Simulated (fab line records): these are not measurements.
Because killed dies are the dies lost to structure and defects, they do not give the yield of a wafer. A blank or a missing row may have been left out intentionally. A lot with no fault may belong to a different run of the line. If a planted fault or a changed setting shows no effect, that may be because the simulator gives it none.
Problem report, 8D (eight disciplines) form, completed by code ; flow nand-harc ; the parts of the form that need people (team, actions taken, sign-off) are left out

== 1. THE PROBLEM ==
At NHARC_A_CHANNEL_HOLE_D1_INSPECT_12, raw-defect-count averages 904.5 over 6 wafers from 2 lots, while fault-free wafers read 5.3, standard deviation 2.8. So: +99 or more standard deviations from the usual mean.
Seen first at day 12 18:46 on defect-inspect-01, wafer L311.3. The record holds 33 wafers of 11 lots with a number at this step. Rule for "out" (also "out of limits"): further than 4 standard deviations from the usual mean. The other wafers with a number count as sound.

== 2. WHAT IT IS, AND WHAT IT ISN'T ==
question;is;is not
which readings at this step;raw-defect-count;-
which lots;L311, L313;L301, L306, L308, L318, L320, L321, L322, L323, L324
which wafers of those lots;all that have a number;-
read on which gauges;defect-inspect-01, defect-inspect-02;-
when;from day 12 18:46;"up to then (9 sound wafers); but 18 sound wafers of L318, L320, L321, L322, L323, L324 came after"

== 3. THE SUSPECTS, EACH WITH WHAT RULES IT OUT ==
Counting: a tool at any process step up to the reading remains a suspect when it ran all the lots that are out and ran no sound lot after the first of those.
- ruled out: the gauge at NHARC_A_CHANNEL_HOLE_D1_INSPECT_12. 2 gauges (defect-inspect-01, defect-inspect-02) read the wafers that are out.
- pecvd-01 at NHARC_A_CHANNEL_HOLE_D1_DEP_01 (deposits SiON, target thk 140 nm): ruled out as a lasting fault. After its first lot that is out, L311 (day 12 17:58), sound lots L321, L324 ran on it.
Left after counting: nothing in the record.

== 4. THE CAUSE (what the simulator had put in) ==
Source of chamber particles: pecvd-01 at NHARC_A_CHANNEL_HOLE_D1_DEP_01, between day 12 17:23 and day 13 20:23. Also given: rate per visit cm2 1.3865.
It was ruled out by counting, in error; the rule expects a fault to strike all lots run on its tool from its start on, and this fault did not.

== 5. SEQUENCE OF EFFECTS, ordered by route ==
Each row: a reading where the mean over the struck wafers with a number is more than 3 standard deviations away from the usual. Only readings whose record carries a usual standard deviation are examined. hours: median over the lots of the time between each lot's start at the first step of this table that gives one and its start at this step. sigmas: the change, counted in usual standard deviations.
hours;step;reading;usual;on struck wafers;change;sigmas
0;NHARC_A_CHANNEL_HOLE_D1_INSPECT_12;raw-defect-count;5.3;904.5;+899.2;+99 or more
10;NHARC_A_CHANNEL_HOLE_D1_INSPECT_40;raw-defect-count;75;976;+902;+36
381;NHARC_END_SORT_01;killed-at-array;55;122;+68;+3.4
381;NHARC_END_SORT_01;killed-dies;60;131;+71;+3.5
At these later measuring or inspecting steps, every struck wafer for which the step has a row has a number for every such reading, and none has moved that far: NHARC_A_CHANNEL_HOLE_D1_CD_MEAS_18.

== 6. HOW IT WOULD HAVE BEEN CAUGHT EARLIER ==
In this record the first reading out of limits at a measuring or inspecting step was taken at day 12 18:46, 1 hour after the fault began at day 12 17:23.
No tool reading at NHARC_A_CHANNEL_HOLE_D1_DEP_01 that has a usual standard deviation in the record was out on any struck wafer, so an alarm limit of 4 standard deviations on those readings would not have fired.
